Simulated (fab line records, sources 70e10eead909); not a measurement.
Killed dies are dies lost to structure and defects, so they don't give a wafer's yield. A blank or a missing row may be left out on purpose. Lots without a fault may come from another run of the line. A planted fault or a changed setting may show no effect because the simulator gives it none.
Chamber matching | flow nand_harc | NHARC_A_STAIRCASE_CMP_152 on cmp-04: 4 sister chambers
The step polishes. 4 wafers are shown with their chamber, then 7 later ones without.

WAFERS WITH THEIR CHAMBER
wafer  | chamber | motor_current_A (A)
L163.3 | 2       | 11.4
L163.5 | 0       | 12.2
L175.2 | 3       | 9.7
L175.4 | 1       | 11.3

WAFERS WITHOUT THEIR CHAMBER
wafer  | motor_current_A (A)
L175.6 | 10.4
L177.2 | 11.2
L177.4 | 13.8
L177.6 | 13.1
L178.1 | 11.3
L178.3 | 10.1
L178.6 | 10.2

WHICH CHAMBER EACH WENT THROUGH
wafer  | from the rows above               | in truth
L175.6 | can't be placed: 3 or 1 or 2 or 0 | 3
L177.2 | can't be placed: 1 or 2 or 0 or 3 | 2
L177.4 | can't be placed: 0 or 2 or 1      | 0
L177.6 | can't be placed: 0 or 2 or 1      | 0
L178.1 | can't be placed: 1 or 2 or 0      | 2
L178.3 | can't be placed: 3 or 1 or 2      | 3
L178.6 | can't be placed: 3 or 1 or 2 or 0 | 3
Placed correctly: 0 of 7. Can't be placed from these rows: 7 (the true chamber is among the candidates in 7). Placed wrongly: 0.
How it was worked out, from the rows above alone: a wafer's distance from a chamber is the root of the sum, over the readings, of the square of ((its reading less the chamber's mean) divided by the reading's scatter). The wafer belongs to the nearest chamber; if the next one is less than 2 further off, it can't be placed. A chamber's mean is the mean of its shown wafers. The scatter: with one shown wafer a chamber, the root of the mean of the squares of how far each hidden wafer lies from its nearest shown one.
